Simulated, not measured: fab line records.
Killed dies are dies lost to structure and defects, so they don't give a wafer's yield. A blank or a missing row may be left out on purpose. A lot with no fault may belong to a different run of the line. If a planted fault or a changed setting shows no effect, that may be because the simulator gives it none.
fab line records	flow n5-finfet
record lots=7	wafers=21	last-day=19
route steps=1938 shown BEOL_M9@1446 PASSIVATION@1936
lots that met no fault: from a run of the same line without faults
start-h: hours from the record's first day to the start of the lot's first wafer shown	wait-h: hours since the lot's step before	" the same as in the row above	L1.1+2: a row that stands for several wafers	- value missing, or start not given	* or withheld: withheld	< > ~ a bound
route shown NAME@n: names a module that has steps shown in the file, with the first one's number in the route	usual: mean and standard deviation over wafers with no fault	same: alike in all rows	chamber/n: place in a boat	sites: the reading at each site	_std_site: standard deviation of those values	_edge_site: mean of outer sites minus mean of inner sites	radius-mm: for every site, how far away it sits from the centre of the wafer	mask NAME#n: copy n	behind: the tool/chamber that last shaped the wafer	hold: why the lot was held/for how many hours/how that ended	device: which transistor (n, p or np) failed to switch	end of line: tests of these same wafers at the route's end	a step given without rows: its recipe and nothing more	killed: at the first sort, the dies lost to defects and structure; wafer yield is something else	map: shows each die of a wafer: x if killed, . if not, _ if none is there
set.NAME: setting as actually run; set.NAME@STEP: the setting as run at that earlier step	model.NAME: the simulator's own value behind a step, which no gauge read
lots at selected steps of the route; one table per step, one row per wafer
services: from which hour (start-h, from the record's first day; less than 0 if before it) a tool's chamber was out of use, for how many hours, and why
## steps
# step N5_BEOL_M9_TRENCH_ETCH_37
# recipe chemistry=C4F6/O2	target-depth-a=1514.3	target=SiCOH_lowk	time-s=49	ion-energy-ev=250	pressure-mtorr=30	source-w=345	bias-w=185	Ar_flow_sccm=300	C4F6_flow_sccm=10	O2_flow_sccm=10
# usual drypump-motor-current-A=5.6/0.36	oes-product-au=0.81/0.11	rf-fwd-power-W=341.8/1.4	rf-vpp-V=665/14	showerhead-plenum-p-Torr=2.84/0.11	throttle-valve-pct=20.88/0.22
lot.wafer	tool	chamber	start-h	wait-h	drypump-motor-current-A	oes-product-au	rf-fwd-power-W	rf-hours-counter-h	rf-vpp-V	showerhead-plenum-p-Torr	throttle-valve-pct
L128.3	rie-diel-04	2	-	-	5.2	0.72	342.6	178	681	2.97	21.11
L128.4	"	3	"	"	5.7	0.68	341.4	244	651	2.78	21.00
L128.5	"	2	"	"	5.3	0.72	343.2	-	680	2.97	21.08
L127.2	rie-diel-02	0	-	-	5.5	0.93	342.8	17	675	2.90	20.77
L127.3	"	1	"	"	6.1	0.69	341.3	200	666	2.70	20.59
L127.5	"	1	"	"	6.1	0.70	340.5	-	664	2.70	20.62
L138.2	rie-diel-04	3	-	-	5.6	0.97	338.4	4	650	2.77	20.63
L138.3	"	1	"	"	6.3	0.91	340.4	22	659	3.05	20.90
L138.5	"	0	"	"	5.8	0.86	342.7	-	645	2.78	20.78
L137.2	rie-diel-02	2	-	-	5.5	1.01	343.3	1	692	2.81	20.59
L137.5	"	0	"	"	5.4	0.91	341.9	-	671	2.90	20.78
L137.6	"	3	"	"	5.7	0.70	340.8	-	643	2.78	21.12
L141.1	rie-diel-04	2	-	-	5.2	0.69	343.2	227	678	2.95	21.18
L141.4	"	3	"	"	5.7	0.93	340.0	18	653	2.76	20.63
L141.5	"	1	"	"	6.3	0.90	341.9	-	659	3.04	20.91
L146.1	rie-diel-02	0	-	-	5.5	0.89	341.1	39	674	2.89	20.82
L146.3	"	1	"	"	6.0	0.67	343.0	221	665	2.70	20.64
L146.5	"	2	"	"	5.5	0.94	344.3	-	691	2.80	20.59
L149.1	rie-diel-02	2	-	-	5.5	0.93	341.1	19	691	2.80	20.59
L149.3	"	1	"	"	6.1	0.67	340.2	223	665	2.69	20.66
L149.4	"	3	"	"	5.7	0.99	339.3	4	643	2.77	20.78
# step N5_BEOL_M9_ETCH_41
# recipe chemistry=CH3F/O2	target=SiCN	target-depth-a=366	taper-deg=2	time-s=70.1	ion-energy-ev=120	mask-material=TiN	pressure-mtorr=30	source-w=395	bias-w=75	Ar_flow_sccm=150	CH3F_flow_sccm=30	O2_flow_sccm=20
# usual drypump-motor-current-A=5.6/0.36	oes-product-au=0.81/0.11	rf-fwd-power-W=392.2/1.3	rf-vpp-V=297.1/1.6	showerhead-plenum-p-Torr=2.00/0.081	throttle-valve-pct=16.26/0.24
lot.wafer	tool	chamber	start-h	wait-h	drypump-motor-current-A	oes-product-au	rf-fwd-power-W	rf-hours-counter-h	rf-vpp-V	showerhead-plenum-p-Torr	throttle-valve-pct
L127.2	rie-diel-02	0	-	-	5.4	0.93	391.2	17	299.5	2.04	16.11
L127.3	"	1	"	"	6.0	0.69	393.6	200	296.2	1.90	16.09
L127.5	"	1	"	"	6.0	0.70	391.8	-	296.3	1.90	16.09
L128.3	rie-diel-04	0	-	-	5.7	0.91	390.7	30	296.2	1.97	16.05
L128.4	"	2	"	"	5.2	0.71	391.4	-	298.2	2.09	16.48
L128.5	"	0	"	"	5.8	0.91	390.6	-	296.0	1.97	16.06
L138.2	rie-diel-04	3	-	-	5.6	0.97	390.2	4	296.1	1.95	15.98
L138.3	"	1	"	"	6.3	0.92	391.8	22	298.1	2.14	16.16
L138.5	"	0	"	"	5.8	0.85	391.5	-	294.5	1.96	16.13
L137.2	rie-diel-02	2	-	-	5.5	1.00	393.7	1	296.6	1.97	15.92
L137.5	"	0	"	"	5.5	0.92	391.7	-	298.5	2.04	16.13
L137.6	"	3	"	"	5.7	0.69	390.9	-	295.6	1.95	16.59
L141.1	rie-diel-04	2	-	-	5.3	0.68	392.0	227	299.0	2.07	16.60
L141.4	"	3	"	"	5.7	0.93	393.5	18	296.4	1.94	16.03
L141.5	"	1	"	"	6.3	0.90	394.4	-	299.0	2.14	16.19
L146.1	rie-diel-02	0	-	-	5.4	0.89	391.8	39	297.7	2.03	16.15
L146.3	"	1	"	"	6.1	0.67	391.8	221	294.5	1.89	16.12
L146.5	"	2	"	"	5.5	0.94	391.9	-	295.4	1.96	15.94
L149.1	rie-diel-02	2	-	-	5.5	0.94	392.9	19	297.2	1.96	15.95
L149.3	"	1	"	"	6.0	0.68	391.7	223	295.8	1.89	16.13
L149.4	"	3	"	"	5.7	1.01	390.9	4	296.7	1.95	16.14
# step N5_BEOL_M9_STRIP_80
# recipe chemistry=N2/H2	time-s=10	power-w=450	temp-c=40	pressure-mtorr=20	rf-frequency-hz=6e+07	bias-power-w=7	n2-flow-sccm=200	h2-flow-sccm=200
# usual drypump-motor-current-A=5.6/0.36	n2-flow-sccm=200.1/0.6	oes-product-au=0.81/0.11	rf-vpp-V=59.1/0.95	showerhead-plenum-p-Torr=2.53/0.099	throttle-valve-pct=23.66/0.26
lot.wafer	tool	chamber	start-h	wait-h	drypump-motor-current-A	n2-flow-sccm	oes-product-au	rf-hours-counter-h	rf-vpp-V	showerhead-plenum-p-Torr	throttle-valve-pct
L127.2	rie-diel-02	0	-	-	5.5	200.4	0.94	17	58.6	2.58	23.49
L127.3	"	1	"	"	6.0	200.5	0.70	200	58.6	2.42	23.50
L127.5	"	1	"	"	6.0	200.0	0.71	-	59.3	2.42	23.47
L128.3	rie-diel-04	0	-	-	5.8	200.3	0.92	30	60.0	2.49	23.46
L128.4	"	2	"	"	5.2	200.8	0.71	-	59.2	2.65	23.98
L128.5	"	0	"	"	5.8	200.9	0.92	-	58.7	2.49	23.46
L138.2	rie-diel-04	3	-	-	5.6	199.8	0.96	4	59.4	2.49	23.54
L138.3	"	1	"	"	6.3	199.9	0.90	22	60.3	2.71	23.77
L138.5	"	0	"	"	5.8	200.3	0.85	-	58.3	2.48	23.52
L137.2	rie-diel-02	2	-	-	5.5	200.1	1.00	1	58.2	2.50	23.27
L137.5	"	0	"	"	5.4	200.1	0.93	-	58.9	2.58	23.52
L137.6	"	3	"	"	5.7	200.2	0.71	-	59.2	2.49	24.05
L141.1	rie-diel-04	2	-	-	5.2	201.0	0.68	227	59.1	2.63	24.05
L141.4	"	3	"	"	5.6	200.4	0.92	18	58.7	2.49	23.54
L141.5	"	1	"	"	6.3	199.9	0.89	-	58.9	2.70	23.77
L146.1	rie-diel-02	0	-	-	5.5	200.9	0.90	39	58.1	2.57	23.53
L146.3	"	1	"	"	6.0	200.6	0.69	221	58.9	2.41	23.50
L146.5	"	2	"	"	5.5	200.1	0.93	-	59.1	2.49	23.28
L149.1	rie-diel-02	2	-	-	5.5	200.8	0.93	19	60.6	2.49	23.27
L149.3	"	1	"	"	6.0	201.0	0.68	223	58.6	2.41	23.51
L149.4	"	3	"	"	5.7	199.0	1.01	4	60.4	2.49	23.78
# step N5_BEOL_M9_OCD_MEAS_38
# usual trench-depth-nm=151/3.9
lot.wafer	tool	chamber	start-h	wait-h	trench-depth-nm
L127.2	ocd-01	-	236.27	-	154
L127.3	"	-	"	"	145
L127.5	"	-	"	"	146
L128.3	ocd-01	-	237.44	-	147
L128.4	"	-	"	"	153
L128.5	"	-	"	"	146
L138.2	ocd-02	-	343.58	-	154
L138.3	"	-	"	"	155
L138.5	"	-	"	"	152
L137.2	ocd-01	-	344.50	-	154
L137.5	"	-	"	"	154
L137.6	"	-	"	"	150
L141.1	ocd-01	-	381.04	-	147
L141.4	"	-	"	"	155
L141.5	"	-	"	"	157
L146.1	ocd-02	-	388.09	-	154
L146.3	"	-	"	"	144
L146.5	"	-	"	"	151
L149.1	ocd-02	-	392.88	-	150
L149.3	"	-	"	"	143
L149.4	"	-	"	"	154
# step N5_BEOL_M9_HM_STRIP_39
# recipe chemistry=peroxide-tin-strip	material=TiN	target-depth-a=250	temp-c=50	time-s=158
# step N5_BEOL_M9_SRD_40
# recipe time-s=30	temp-c=23	rinse-liquid=diw	dry=ipa-marangoni
# step N5_BEOL_M9_PRECLEAN_42
# recipe chemistry=residue-remover	time-s=60	temp-c=40
# step N5_BEOL_M9_SRD_43
# recipe time-s=30	temp-c=23	rinse-liquid=diw	dry=ipa-marangoni
# step N5_BEOL_M9_CD_MEAS_35
# recipe target-cd-nm=70	target-cd-y-nm=40	polarity=opening
# usual cd-nm=70.2/0.63
lot.wafer	tool	chamber	start-h	wait-h	cd-nm
L127.2	cd-sem-02	-	236.42	0.0	70.2
L127.3	"	-	"	"	70.2
L127.5	"	-	"	"	70.7
L128.3	cd-sem-01	-	237.59	0.0	69.9
L128.4	"	-	"	"	70.4
L128.5	"	-	"	"	69.7
L138.2	cd-sem-01	-	343.74	0.0	69.9
L138.3	"	-	"	"	70.0
L138.5	"	-	"	"	70.2
L137.2	cd-sem-02	-	344.65	0.0	69.7
L137.5	"	-	"	"	69.9
L137.6	"	-	"	"	70.2
L141.1	cd-sem-01	-	381.20	0.0	70.9
L141.4	"	-	"	"	70.6
L141.5	"	-	"	"	69.5
L146.1	cd-sem-03	-	388.34	0.0	70.1
L146.3	"	-	"	"	70.3
L146.5	"	-	"	"	70.5
L149.1	cd-sem-01	-	393.03	0.0	69.8
L149.3	"	-	"	"	70.1
L149.4	"	-	"	"	70.7
# step N5_BEOL_M9_CURE_72
# recipe temp-c=370	time-s=120	ambient=DMADMS/He	material=SiCOH_lowk
# step N5_BEOL_M9_DEGAS_44
# recipe ambient=vacuum	temp-c=250	time-s=60
# usual heater-power-w=323/24	susceptor-temp-C=250.00/0.19
lot.wafer	tool	chamber	start-h	wait-h	heater-power-w	susceptor-temp-C
L127.2	pvd-sputter-02	-	237.15	0.6	326	249.70
L127.3	"	-	"	"	292	249.81
L127.5	"	-	"	"	295	249.51
L128.3	pvd-sputter-02	-	238.27	0.5	327	249.76
L128.4	"	-	"	"	322	249.82
L128.5	"	-	"	"	319	249.71
L138.2	pvd-sputter-01	-	344.24	0.3	330	249.88
L138.3	"	-	"	"	346	250.32
L138.5	"	-	"	"	349	250.21
L137.2	pvd-sputter-01	-	346.54	1.7	301	250.03
L137.5	"	-	"	"	293	250.21
L137.6	"	-	"	"	362	249.98
L141.1	pvd-sputter-03	-	383.85	2.2	303	249.83
L141.4	"	-	"	"	329	249.91
L141.5	"	-	"	"	312	249.65
L146.1	pvd-sputter-03	-	388.80	0.4	371	249.91
L146.3	"	-	"	"	305	249.88
L146.5	"	-	"	"	301	250.12
L149.1	pvd-sputter-02	-	394.18	1.1	318	249.90
L149.3	"	-	"	"	321	250.16
L149.4	"	-	"	"	327	250.05
# step N5_BEOL_M9_PRE_CLEAN_45
# recipe gas=H2/He	time-s=30	temp-c=250
# usual heater-power-w=323/25	susceptor-temp-C=250.00/0.18
lot.wafer	tool	chamber	start-h	wait-h	heater-power-w	susceptor-temp-C
L127.2	pvd-sputter-02	-	237.19	0.0	323	249.81
L127.3	"	-	"	"	292	250.00
L127.5	"	-	"	"	296	249.84
L128.3	pvd-sputter-02	-	238.31	0.0	321	249.99
L128.4	"	-	"	"	324	250.00
L128.5	"	-	"	"	322	250.03
L138.2	pvd-sputter-01	-	344.28	0.0	323	249.83
L138.3	"	-	"	"	361	249.98
L138.5	"	-	"	"	354	249.73
L137.2	pvd-sputter-01	-	346.58	0.0	301	249.99
L137.5	"	-	"	"	293	249.87
L137.6	"	-	"	"	359	250.05
L141.1	pvd-sputter-03	-	383.89	0.0	307	250.19
L141.4	"	-	"	"	336	250.03
L141.5	"	-	"	"	309	249.99
L146.1	pvd-sputter-03	-	388.84	0.0	378	249.84
L146.3	"	-	"	"	318	249.76
L146.5	"	-	"	"	286	250.07
L149.1	pvd-sputter-02	-	394.22	0.0	322	249.93
L149.3	"	-	"	"	320	249.87
L149.4	"	-	"	"	321	249.64
# step N5_BEOL_M9_ALD_74
# recipe material=TaN	target-thk-a=20	temp-c=275	ald-precursor-family=PDMAT	ald-co-reactant=NH3	pressure-torr=3	carrier-flow-sccm=1500	pulse-time-s=2	purge-time-s=3	co-reactant-purge-time-s=2	co-reactant-pulse-time-s=3	ald-cycles=40	precursor-vessel-temp-c=75	precursor-vessel-pressure-torr=26.25	precursor-vessel-carrier-sccm=1000
# usual ald-cycles=40/0	heater-power-w=401/45	susceptor-temp-C=275.00/0.2
# same purge-time-s=3
lot.wafer	tool	chamber	start-h	wait-h	ald-cycles	heater-power-w	susceptor-temp-C
L127.2	ald-metal-04	1	237.27	0.1	40	364	275.20
L127.3	"	3	"	"	40	346	274.88
L127.5	"	3	"	"	40	349	275.22
L128.3	ald-metal-03	2	238.37	0.0	40	405	274.92
L128.4	"	0	"	"	40	371	274.51
L128.5	"	0	"	"	40	379	274.75
L138.2	ald-metal-03	0	344.57	0.3	40	380	275.26
L138.3	"	2	"	"	38	415	-
L138.5	"	0	"	"	40	385	275.19
L137.2	ald-metal-03	0	346.84	0.2	40	385	274.79
L137.5	"	0	"	"	40	377	274.64
L137.6	"	1	"	"	38	405	-
L141.1	ald-metal-03	1	383.95	0.0	38	412	-
L141.4	"	2	"	"	40	410	274.94
L141.5	"	1	"	"	40	414	275.03
L146.1	ald-metal-02	0	388.90	0.0	40	484	275.02
L146.3	"	2	"	"	40	428	275.27
L146.5	"	2	"	"	40	406	275.10
L149.1	ald-metal-02	0	394.28	0.0	40	484	274.81
L149.3	"	1	"	"	40	452	274.79
L149.4	"	1	"	"	40	464	274.98
# step N5_BEOL_M9_SURFACE_TREAT_79
# recipe gas=Ar	time-s=*	ion-energy-ev=*	ion-current-ma-cm2=0.5	pressure-mtorr=*	ar-flow-sccm=30
# step N5_PASSIVATION_PROBE_49
# usual defect-limited-yield=90.9/1.4	killed_at_M0_to_M3=38/11	killed_at_M4_up=13/5.9	killed-at-contacts=14/6.4	killed-at-front-end=38/11	killed-at-other=3.3/2.5	killed-dies=107/16	killed-on-rim=14/3.6	killed-open=70/12	killed-short=35/7.7	sort_bin_5_function=5.3/0.94	sort_bin_6_memory=3.5/0.7	sort-n-pass=1073/16	sort-yield-pct=90.9/1.4
# same gross-dies=1180	killed-at-back-side=0	sort_bin_4_leakage[%]=0	sort_bin_8_speed[%]=0
lot.wafer	tool	chamber	start-h	wait-h	defect-limited-yield[%]	killed_at_M0_to_M3	killed_at_M4_up	killed-at-contacts	killed-at-front-end	killed-at-other	killed-dies	killed-on-rim	killed-open	killed-short	sort_bin_5_function[%]	sort_bin_6_memory[%]	sort-n-pass	sort-yield-pct[%]
L127.2	prober-01	-	290.97	0.1	91.5	35	11	20	31	3	100	15	68	32	5.4	3.0	1080	91.5
L127.3	prober-01	-	291.02	0.1	88.4	48	20	14	49	6	137	19	95	40	7.3	4.0	1043	88.4
L127.5	prober-01	-	291.12	0.2	90.3	40	11	24	39	1	115	16	80	35	6.1	3.6	1065	90.3
L128.3	prober-01	-	294.42	0.1	89.8	46	29	4	37	4	120	10	78	40	5.9	3.6	1060	89.8
L128.4	prober-01	-	294.47	0.2	93.0	20	16	7	33	7	83	6	53	30	4.0	2.8	1097	93.0
L128.5	prober-01	-	294.52	0.2	92.7	34	10	4	32	6	86	10	47	37	3.6	3.2	1094	92.7
L137.2	prober-02	-	406.71	0.1	92.1	39	9	9	34	2	93	14	55	36	4.5	3.2	1087	92.1
L137.5	prober-02	-	406.86	0.2	92.1	43	10	6	31	3	93	11	60	30	4.0	3.7	1087	92.1
L137.6	prober-02	-	406.91	0.3	91.9	38	11	8	33	5	95	15	67	26	4.3	3.6	1085	91.9
L138.2	prober-01	-	407.08	0.1	90.6	50	19	22	20	0	111	15	70	39	5.8	3.1	1069	90.6
L138.3	prober-01	-	407.13	0.1	90.5	39	25	18	29	1	112	12	79	33	5.6	3.7	1068	90.5
L138.5	prober-01	-	407.23	0.2	90.2	36	15	14	45	6	116	20	67	47	6.4	2.8	1064	90.2
L141.1	prober-02	-	449.81	0.0	89.3	52	19	15	38	2	126	16	81	44	6.5	3.8	1054	89.3
L141.4	prober-02	-	449.96	0.2	91.3	39	5	12	47	0	103	12	71	32	5.3	3.3	1077	91.3
L141.5	prober-02	-	450.01	0.2	90.3	39	15	23	38	0	115	16	83	32	5.4	4.2	1065	90.3
L146.1	prober-01	-	459.10	0.0	90.8	20	16	24	41	7	108	15	60	42	4.7	4.2	1072	90.8
L146.3	prober-01	-	459.20	0.1	92.2	20	11	17	44	0	92	14	61	28	4.7	3.0	1088	92.2
L146.5	prober-01	-	459.30	0.2	91.1	31	10	14	48	2	105	18	69	35	5.3	3.3	1075	91.1
L149.1	prober-01	-	463.91	0.0	89.4	50	19	21	32	3	125	15	82	40	5.8	4.2	1055	89.4
L149.3	prober-01	-	464.01	0.1	92.9	47	6	11	17	3	84	9	51	32	3.8	2.8	1096	92.9
L149.4	prober-01	-	464.06	0.2	87.3	49	27	25	43	6	150	16	101	48	6.9	5.4	1030	87.3
# killed by level:class
L127.2 MOL_CONTACT_COAG:geometric-particle:open=19 BEOL_M3:geometric-particle:open=9 FIN_SAQP:geometric-particle:short=7 BEOL_M2:geometric-particle:open=7 BEOL_M0_SAQP:geometric-particle:open=6 FIN_SAQP:geometric-particle:open=5 GATE_CUT:geometric-particle:short=4 BEOL_M1:geometric-particle:open=4
L127.3 BEOL_M3:geometric-particle:open=15 BEOL_M0_SAQP:geometric-particle:open=15 MOL_CONTACT_COAG:geometric-particle:open=13 BEOL_M4:geometric-particle:open=9 GATE_CUT:geometric-particle:short=9 FIN_SAQP:geometric-particle:open=7 BEOL_M0_SAQP:geometric-particle:short=7 BEOL_M2:geometric-particle:open=6
L127.5 MOL_CONTACT_COAG:geometric-particle:open=17 FIN_SAQP:geometric-particle:open=9 BEOL_M0_SAQP:geometric-particle:open=9 BEOL_M3:geometric-particle:open=8 MOL_CONTACT_COAG:geometric-particle:short=7 BEOL_M0_SAQP:geometric-particle:short=7 BEOL_M2:geometric-particle:open=6 FIN_SAQP:geometric-particle:short=5
L128.3 BEOL_M0_SAQP:geometric-particle:short=12 BEOL_M4:geometric-particle:open=12 BEOL_M5:geometric-particle:open=11 FIN_SAQP:geometric-particle:open=10 BEOL_M1:geometric-particle:open=10 FIN_SAQP:geometric-particle:short=8 BEOL_M0_SAQP:geometric-particle:open=8 BEOL_M3:geometric-particle:open=7
L128.4 STI_FIN_REVEAL:geometric-particle:open=8 MOL_CONTACT_COAG:geometric-particle:open=6 BEOL_M1:geometric-particle:open=6 BEOL_M4:geometric-particle:open=6 FIN_SAQP:geometric-particle:open=5 FIN_SAQP:geometric-particle:short=5 GATE_CUT:geometric-particle:short=5 BEOL_M3:geometric-particle:open=5
L128.5 FIN_SAQP:geometric-particle:short=11 BEOL_M3:geometric-particle:open=9 BEOL_M0_SAQP:geometric-particle:open=8 BEOL_M0_SAQP:geometric-particle:short=6 BEOL_M3:geometric-particle:short=6 FIN_SAQP:geometric-particle:open=4 STI_FIN_REVEAL:geometric-particle:open=4 MOL_CONTACT_COAG:geometric-particle:open=4
L137.2 BEOL_M3:geometric-particle:open=13 FIN_SAQP:geometric-particle:open=6 GATE_CUT:geometric-particle:short=6 BEOL_M0_SAQP:geometric-particle:open=6 MOL_CONTACT_COAG:geometric-particle:open=5 BEOL_M0_SAQP:geometric-particle:short=5 MOL_CONTACT_COAG:geometric-particle:short=4 BEOL_M1:geometric-particle:open=4
L137.5 BEOL_M0_SAQP:geometric-particle:open=9 BEOL_M0_SAQP:geometric-particle:short=9 STI_FIN_REVEAL:geometric-particle:open=8 BEOL_M2:geometric-particle:open=8 BEOL_M3:geometric-particle:open=7 FIN_SAQP:geometric-particle:open=6 MOL_CONTACT_COAG:geometric-particle:open=5 GATE_CUT:geometric-particle:short=4
L137.6 BEOL_M3:geometric-particle:open=16 FIN_SAQP:geometric-particle:open=13 FIN_SAQP:geometric-particle:short=6 BEOL_M1:geometric-particle:open=6 MOL_CONTACT_COAG:geometric-particle:open=6 BEOL_M3:geometric-particle:short=5 BEOL_M0_SAQP:geometric-particle:short=4 BEOL_M0_SAQP:geometric-particle:open=4
L138.2 MOL_CONTACT_COAG:geometric-particle:open=20 BEOL_M0_SAQP:geometric-particle:short=12 BEOL_M1:geometric-particle:open=9 BEOL_M2:geometric-particle:open=9 BEOL_M4:geometric-particle:open=9 BEOL_M3:geometric-particle:short=7 BEOL_M3:geometric-particle:open=5 DUMMY_GATE:geometric-particle:short=3
L138.3 MOL_CONTACT_COAG:geometric-particle:open=14 BEOL_M4:geometric-particle:open=14 FIN_SAQP:geometric-particle:open=9 BEOL_M2:geometric-particle:open=9 BEOL_M3:geometric-particle:open=7 BEOL_M0_SAQP:geometric-particle:short=5 FIN_SAQP:geometric-particle:short=4 MOL_CONTACT_COAG:geometric-particle:short=4
L138.5 BEOL_M3:geometric-particle:open=13 MOL_CONTACT_COAG:geometric-particle:open=11 BEOL_M4:geometric-particle:open=11 FIN_SAQP:geometric-particle:short=8 GATE_CUT:geometric-particle:short=7 FIN_SAQP:geometric-particle:open=5 BEOL_M3:geometric-particle:short=5 DUMMY_GATE:geometric-particle:open=4
L141.1 BEOL_M2:geometric-particle:open=24 STI_FIN_REVEAL:geometric-particle:open=12 MOL_CONTACT_COAG:geometric-particle:open=11 BEOL_M0_SAQP:geometric-particle:short=9 FIN_SAQP:geometric-particle:short=7 BEOL_M0_SAQP:geometric-particle:open=7 BEOL_M8:geometric-particle:open=5 STI_FIN_REVEAL:geometric-particle:short=4
L141.4 BEOL_M3:geometric-particle:open=13 BEOL_M0_SAQP:geometric-particle:short=11 FIN_SAQP:geometric-particle:open=9 BEOL_M2:geometric-particle:open=9 STI_FIN_REVEAL:geometric-particle:open=9 MOL_CONTACT_COAG:geometric-particle:open=9 FIN_SAQP:geometric-particle:short=6 BEOL_M0_SAQP:geometric-particle:open=6
L141.5 MOL_CONTACT_COAG:geometric-particle:open=19 FIN_SAQP:geometric-particle:open=18 BEOL_M2:geometric-particle:open=16 BEOL_M0_SAQP:geometric-particle:short=9 FIN_SAQP:geometric-particle:short=5 MOL_CONTACT_COAG:geometric-particle:short=4 BEOL_M0_SAQP:geometric-particle:open=4 BEOL_M5:geometric-particle:open=4
L146.1 MOL_CONTACT_COAG:geometric-particle:open=17 FIN_SAQP:geometric-particle:short=8 GATE_CUT:geometric-particle:short=8 FIN_SAQP:geometric-particle:open=7 MOL_CONTACT_COAG:geometric-particle:short=5 BEOL_M2:geometric-particle:open=5 ILD0:geometric-particle:short=4 BEOL_M0_SAQP:geometric-particle:open=4
L146.3 FIN_SAQP:geometric-particle:open=17 MOL_CONTACT_COAG:geometric-particle:open=10 FIN_SAQP:geometric-particle:short=7 BEOL_M0_SAQP:geometric-particle:open=7 MOL_CONTACT_COAG:geometric-particle:short=6 BEOL_M0_SAQP:geometric-particle:short=6 STI_FIN_REVEAL:geometric-particle:open=5 BEOL_M4:geometric-particle:open=5
L146.5 FIN_SAQP:geometric-particle:open=14 MOL_CONTACT_COAG:geometric-particle:open=12 BEOL_M4:geometric-particle:open=8 FIN_SAQP:geometric-particle:short=7 BEOL_M0_SAQP:geometric-particle:short=6 BEOL_M0:geometric-particle:open=6 STI_FIN_REVEAL:geometric-particle:open=5 GATE_CUT:geometric-particle:short=5
L149.1 MOL_CONTACT_COAG:geometric-particle:open=18 BEOL_M0_SAQP:geometric-particle:short=13 BEOL_M2:geometric-particle:open=11 BEOL_M4:geometric-particle:open=8 BEOL_M0_SAQP:geometric-particle:open=8 DUMMY_GATE:geometric-particle:open=6 BEOL_M3:geometric-particle:open=6 FIN_SAQP:geometric-particle:open=4
L149.3 BEOL_M1:geometric-particle:open=14 MOL_CONTACT_COAG:geometric-particle:open=8 BEOL_M0_SAQP:geometric-particle:open=8 BEOL_M0_SAQP:geometric-particle:short=7 BEOL_M3:geometric-particle:open=6 STI_FIN_REVEAL:geometric-particle:open=4 BEOL_M3:geometric-particle:short=4 BEOL_M1:geometric-particle:short=3
L149.4 STI_FIN_REVEAL:geometric-particle:open=19 BEOL_M4:geometric-particle:open=18 MOL_CONTACT_COAG:geometric-particle:open=16 BEOL_M0_SAQP:geometric-particle:short=13 BEOL_M2:geometric-particle:open=11 MOL_CONTACT_COAG:geometric-particle:short=8 DUMMY_GATE:geometric-particle:open=7 BEOL_M0_SAQP:geometric-particle:open=6
## services
tool	chamber	start-h	hours	kind
ald-metal-03	1	224.18	4.7	repair
rie-diel-02	2	234.77	-	clean
rie-diel-02	2	234.77	-	consumable-replace:focus-ring
rie-diel-02	2	234.77	18.5	scheduled-down
rie-diel-02	2	234.77	18.5	vent-cycle
rie-diel-04	3	236.60	5.9	repair
pvd-sputter-01	-	237.91	1.1	repair
rie-diel-02	-	257.06	72.1	repair
rie-diel-04	1	265.95	-	clean
rie-diel-04	1	265.95	-	consumable-replace:focus-ring
rie-diel-04	1	265.95	-	consumable-replace:showerhead
ald-metal-02	-	272.63	8.7	pm
rie-diel-04	3	294.15	6.5	repair
ald-metal-04	3	303.04	30.8	repair
ald-metal-03	2	310.55	1.5	repair
rie-diel-02	-	329.20	14.6	pm
rie-diel-04	-	336.59	4.8	repair
ald-metal-04	0	354.41	20.4	repair
ald-metal-02	3	356.86	43.2	repair
rie-diel-02	3	364.07	-	clean
rie-diel-02	3	364.07	-	consumable-replace:focus-ring
rie-diel-02	3	364.07	19.6	scheduled-down
rie-diel-02	3	364.07	19.6	vent-cycle
ald-metal-03	-	382.36	0.4	repair
## key
first-sign step=N5_BEOL_M9_ALD_74	reading=ald-cycles	direction=down	sigmas=99+	usual=*	struck=*
effect none on later readings
met-at N5_BEOL_M9_ALD_74
struck-wafers L137.6,L138.3,L141.1
onset-between 238.37 344.57
fault kind=process-parameter-drift	tool=ald-metal-03	chamber=-	onset-h=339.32	steps=N5_BEOL_M9_ALD_74	channel=ald-cycles	offset=*	shape=step	end-h=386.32	scope=struck-wafers-only	acts-in=*	stated=*
